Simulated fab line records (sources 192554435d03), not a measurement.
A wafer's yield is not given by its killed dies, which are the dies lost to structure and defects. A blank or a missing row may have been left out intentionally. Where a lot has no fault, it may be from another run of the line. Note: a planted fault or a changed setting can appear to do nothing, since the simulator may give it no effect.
Chamber matching	flow n5Finfet	aldMetal-03 running N5_BEOL_M7_ALD_77: 4 sister chambers
The step deposits TaN, target thk 2 nm, pulse time 2 s, purge time 3 s. 4 wafers are shown with their chamber, then 7 later ones without.

## EACH WAFER AND ITS CHAMBER
wafer	chamber	heaterPowerW (W)
L083.5	3	463
L087.4	1	387
L090.3	0	519
L090.4	2	423

## WAFERS WHOSE CHAMBER IS MISSING
wafer	heaterPowerW (W)
L090.5	465
L092.1	433
L092.2	458
L092.3	380
L096.2	472
L096.3	418
L096.4	389

## CHAMBER TAKEN BY EACH
wafer	from the rows above	in truth
L090.5	3	3
L092.1	2	2
L092.2	3	3
L092.3	1	1
L096.2	3	3
L096.3	2	2
L096.4	1	1
Placed correctly: 7 of 7. Not placeable from these rows: 0. 0 placed wrongly.
How it was worked out, from the rows above alone: a wafer's distance from a chamber is the root of the sum, over the readings, of the square of ((its reading less the chamber's mean) divided by the reading's scatter). The wafer belongs to the nearest chamber; if the next one is less than 2 further off, it can't be placed. The mean given for a chamber averages the wafers shown for that chamber. The scatter (one wafer shown for each chamber): square how far every hidden wafer sits from the nearest shown wafer, average those squares and take the square root.
